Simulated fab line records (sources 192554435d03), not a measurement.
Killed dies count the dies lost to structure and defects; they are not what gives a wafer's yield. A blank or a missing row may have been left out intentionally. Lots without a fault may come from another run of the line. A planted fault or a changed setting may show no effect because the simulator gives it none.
Matching of chambers / flow n5 finfet / N5_HKMG_FIN_ALD_75 on ald hk-03 has 4 sister chambers
The step deposits Al2O3, target thk 1 nm, co reactant pulse time 1 s. 20 wafers are shown with their chamber, then 10 later ones without.

== WAFERS, EACH WITH ITS CHAMBER ==
wafer=L074.1; chamber=1; heater power outer w (W)=89; heater power w (W)=162; precursor pulse height rel=0.986
wafer=L074.4; chamber=2; heater power outer w (W)=79; heater power w (W)=143; precursor pulse height rel=0.985
wafer=L074.5; chamber=2; heater power outer w (W)=78; heater power w (W)=145; precursor pulse height rel=1.006
wafer=L076.2; chamber=1; heater power outer w (W)=87; heater power w (W)=165; precursor pulse height rel=1.022
wafer=L076.3; chamber=3; heater power outer w (W)=103; heater power w (W)=176; precursor pulse height rel=1.037
wafer=L076.4; chamber=2; heater power outer w (W)=78; heater power w (W)=142; precursor pulse height rel=0.986
wafer=L080.3; chamber=0; heater power outer w (W)=78; heater power w (W)=144; precursor pulse height rel=0.960
wafer=L080.4; chamber=3; heater power outer w (W)=102; heater power w (W)=177; precursor pulse height rel=1.018
wafer=L080.5; chamber=0; heater power outer w (W)=75; heater power w (W)=147; precursor pulse height rel=0.989
wafer=L082.3; chamber=1; heater power outer w (W)=87; heater power w (W)=171; precursor pulse height rel=0.972
wafer=L082.4; chamber=3; heater power outer w (W)=99; heater power w (W)=179; precursor pulse height rel=1.049
wafer=L082.5; chamber=3; heater power outer w (W)=101; heater power w (W)=178; precursor pulse height rel=0.962
wafer=L083.2; chamber=3; heater power outer w (W)=102; heater power w (W)=171; precursor pulse height rel=1.000
wafer=L083.5; chamber=3; heater power outer w (W)=100; heater power w (W)=181; precursor pulse height rel=1.011
wafer=L083.6; chamber=2; heater power outer w (W)=80; heater power w (W)=142; precursor pulse height rel=1.007
wafer=L088.1; chamber=3; heater power outer w (W)=99; heater power w (W)=177; precursor pulse height rel=1.040
wafer=L088.3; chamber=1; heater power outer w (W)=89; heater power w (W)=161; precursor pulse height rel=1.001
wafer=L088.4; chamber=2; heater power outer w (W)=78; heater power w (W)=145; precursor pulse height rel=0.959
wafer=L094.1; chamber=2; heater power outer w (W)=76; heater power w (W)=143; precursor pulse height rel=0.979
wafer=L094.5; chamber=2; heater power outer w (W)=77; heater power w (W)=147; precursor pulse height rel=0.987

SIGNATURES (means of the wafers above)
reading=heater power outer w; chamber 0=76.50; chamber 1=88.00; chamber 2=78.00; chamber 3=100.86; scatter within a chamber=1.44
reading=heater power w; chamber 0=145.50; chamber 1=164.75; chamber 2=143.86; chamber 3=177.00; scatter within a chamber=3
reading=precursor pulse height rel; chamber 0=0.97450; chamber 1=0.99525; chamber 2=0.98700; chamber 3=1.01671; scatter within a chamber=0.0233
Rule: for a wafer and a chamber, the distance is found by dividing, reading by reading, the gap between the wafer's reading and the chamber's mean by the reading's scatter, squaring, summing and taking the root. The wafer belongs to the nearest chamber; if the next one is less than 2 further off, it can't be placed. The scatter is the square root of a quotient: the sum, over the shown wafers, of each reading's squared deviation from its chamber's mean, divided by wafers minus chambers.

== WAFERS WITH NO CHAMBER GIVEN ==
wafer=L094.6; heater power outer w (W)=88; heater power w (W)=168; precursor pulse height rel=1.013
wafer=L095.2; heater power outer w (W)=88; heater power w (W)=165; precursor pulse height rel=1.015
wafer=L095.3; heater power outer w (W)=78; heater power w (W)=144; precursor pulse height rel=0.972
wafer=L095.4; heater power outer w (W)=101; heater power w (W)=178; precursor pulse height rel=0.956
wafer=L096.2; heater power outer w (W)=76; heater power w (W)=140; precursor pulse height rel=0.995
wafer=L096.4; heater power outer w (W)=75; heater power w (W)=146; precursor pulse height rel=0.991
wafer=L096.6; heater power outer w (W)=100; heater power w (W)=182; precursor pulse height rel=1.004
wafer=L097.3; heater power outer w (W)=88; heater power w (W)=166; precursor pulse height rel=0.992
wafer=L097.5; heater power outer w (W)=87; heater power w (W)=164; precursor pulse height rel=1.015
wafer=L097.6; heater power outer w (W)=80; heater power w (W)=142; precursor pulse height rel=1.004

== WHICH CHAMBER EACH ONE RAN IN ==
wafer=L094.6; from the rows above=1; in truth=1
wafer=L095.2; from the rows above=1; in truth=1
wafer=L095.3; from the rows above=can't be placed: 2 or 0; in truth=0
wafer=L095.4; from the rows above=3; in truth=3
wafer=L096.2; from the rows above=can't be placed: 2 or 0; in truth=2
wafer=L096.4; from the rows above=can't be placed: 0 or 2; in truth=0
wafer=L096.6; from the rows above=3; in truth=3
wafer=L097.3; from the rows above=1; in truth=1
wafer=L097.5; from the rows above=1; in truth=1
wafer=L097.6; from the rows above=can't be placed: 2 or 0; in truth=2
Correctly placed: 6 of 10. Unplaceable from these rows: 4, with the true chamber sitting among the candidates in 4. 0 placed wrongly.
